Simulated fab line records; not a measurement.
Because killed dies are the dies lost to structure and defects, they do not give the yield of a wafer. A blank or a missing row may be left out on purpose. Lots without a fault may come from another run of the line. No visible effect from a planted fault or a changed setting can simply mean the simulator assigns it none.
Which of the tools did it? :: flow nand-harc :: 14 lots with 42 wafers sampled at 2 steps, on a route of 1302 steps

WHAT THE GAUGES SHOWED, per wafer
NHARC_P_M1_CD_MEAS_09: target cd 130 nm.
lot: L615
measured: day 6 09:46
on: cd-sem-03
cd-nm (nm): 130.8 130.5 130.0

lot: L616
measured: day 7 06:08
on: cd-sem-02
cd-nm (nm): 129.7 130.3 129.1

lot: L617
measured: day 7 20:25
on: cd-sem-01
cd-nm (nm): 129.3 130.0 129.8

lot: L619
measured: day 8 03:06
on: cd-sem-02
cd-nm (nm): 129.4 129.4 129.5

lot: L620
measured: day 8 23:32
on: cd-sem-02
cd-nm (nm): 130.7 130.9 129.4

lot: L621
measured: day 9 03:23
on: cd-sem-03
cd-nm (nm): 129.9 130.9 130.4

lot: L622
measured: day 9 12:10
on: cd-sem-02
cd-nm (nm): 131.4 129.9 131.4

lot: L623
measured: day 9 21:05
on: cd-sem-03
cd-nm (nm): 131.2 130.6 130.0

lot: L624
measured: day 10 15:08
on: cd-sem-03
cd-nm (nm): 129.2 130.1 129.1

lot: L625
measured: day 10 16:20
on: cd-sem-02
cd-nm (nm): 130.5 129.7 131.2

lot: L627
measured: day 11 21:40
on: cd-sem-03
cd-nm (nm): 130.4 128.6 128.9

lot: L629
measured: day 12 10:29
on: cd-sem-03
cd-nm (nm): 130.1 129.8 129.4

lot: L636
measured: day 15 16:34
on: cd-sem-03
cd-nm (nm): 129.9 129.7 130.8

lot: L637
measured: day 15 17:32
on: cd-sem-03
cd-nm (nm): 129.2 130.9 130.2

WHAT TOOL EACH LOT RAN ON (gives the tool, then ch and the chambers of the sampled wafers, and finally the start)
lot: L615
NHARC_P_M0_PRE_CLEAN_31: pecvd-04 ch 0,1, day 6 08:26

lot: L616
NHARC_P_M0_PRE_CLEAN_31: pecvd-04 ch 0,1,2, day 7 04:56

lot: L617
NHARC_P_M0_PRE_CLEAN_31: pecvd-01 ch 1,2, day 7 19:07

lot: L619
NHARC_P_M0_PRE_CLEAN_31: pecvd-04 ch 0,1,2, day 8 01:47

lot: L620
NHARC_P_M0_PRE_CLEAN_31: pecvd-02 ch 0,1,2, day 8 22:13

lot: L621
NHARC_P_M0_PRE_CLEAN_31: pecvd-02 ch 0,1,2, day 9 02:13

lot: L622
NHARC_P_M0_PRE_CLEAN_31: pecvd-02 ch 0,1,2, day 9 10:51

lot: L623
NHARC_P_M0_PRE_CLEAN_31: pecvd-04 ch 0,1,2, day 9 19:46

lot: L624
NHARC_P_M0_PRE_CLEAN_31: pecvd-04 ch 0,1,2, day 10 13:59

lot: L625
NHARC_P_M0_PRE_CLEAN_31: pecvd-04 ch 0,1,2, day 10 15:10

lot: L627
NHARC_P_M0_PRE_CLEAN_31: pecvd-02 ch 0,1, day 11 20:21

lot: L629
NHARC_P_M0_PRE_CLEAN_31: pecvd-02 ch 0,1,2, day 12 09:19

lot: L636
NHARC_P_M0_PRE_CLEAN_31: pecvd-01 ch 0,1,2, day 15 15:24

lot: L637
NHARC_P_M0_PRE_CLEAN_31: pecvd-04 ch 0,1,2, day 15 16:15
- NHARC_P_M0_PRE_CLEAN_31: time 12 s.

AS READ BY THE TOOLS THEMSELVES (means over the sampled wafers that have a number; for cases with no such wafer, the mark the record gives instead)
NHARC_P_M0_PRE_CLEAN_31.
lot: L615
tool: pecvd-04
heater-power-w (W): 618

lot: L616
tool: pecvd-04
heater-power-w (W): 661

lot: L617
tool: pecvd-01
heater-power-w (W): 679

lot: L619
tool: pecvd-04
heater-power-w (W): 711

lot: L620
tool: pecvd-02
heater-power-w (W): 599

lot: L621
tool: pecvd-02
heater-power-w (W): 618

lot: L622
tool: pecvd-02
heater-power-w (W): 603

lot: L623
tool: pecvd-04
heater-power-w (W): 687

lot: L624
tool: pecvd-04
heater-power-w (W): 702

lot: L625
tool: pecvd-04
heater-power-w (W): 683

lot: L627
tool: pecvd-02
heater-power-w (W): 534

lot: L629
tool: pecvd-02
heater-power-w (W): 584

lot: L636
tool: pecvd-01
heater-power-w (W): 667

lot: L637
tool: pecvd-04
heater-power-w (W): 699

THE ANSWER, worked out from the rows above alone
Rule: usual is defined by the lots themselves. Put in order of their means at a reading, lots are off if they are a third of the lots or fewer, leave a main group of 4 or more, and stand apart from it by a gap of 3 or more times the standard deviation of the main group's means; of several such gaps the widest counts. A main group whose means are all the same, to the digits that the tables above print for the reading, isn't used. Also off: a lot with no number at a reading for which 4 or more lots have one. Any other lot the step has rows for is counted as sound. Order of review: gauges by route order, followed by the tools' own readings, for which a lot's mean as printed above is used. At the first step where some lot is off, the reading lying furthest off is the one used; lots without a number count as furthest.
No lot is off on any of the readings shown, so nothing can be concluded from this.

WHAT THE SIMULATOR HAD INSERTED
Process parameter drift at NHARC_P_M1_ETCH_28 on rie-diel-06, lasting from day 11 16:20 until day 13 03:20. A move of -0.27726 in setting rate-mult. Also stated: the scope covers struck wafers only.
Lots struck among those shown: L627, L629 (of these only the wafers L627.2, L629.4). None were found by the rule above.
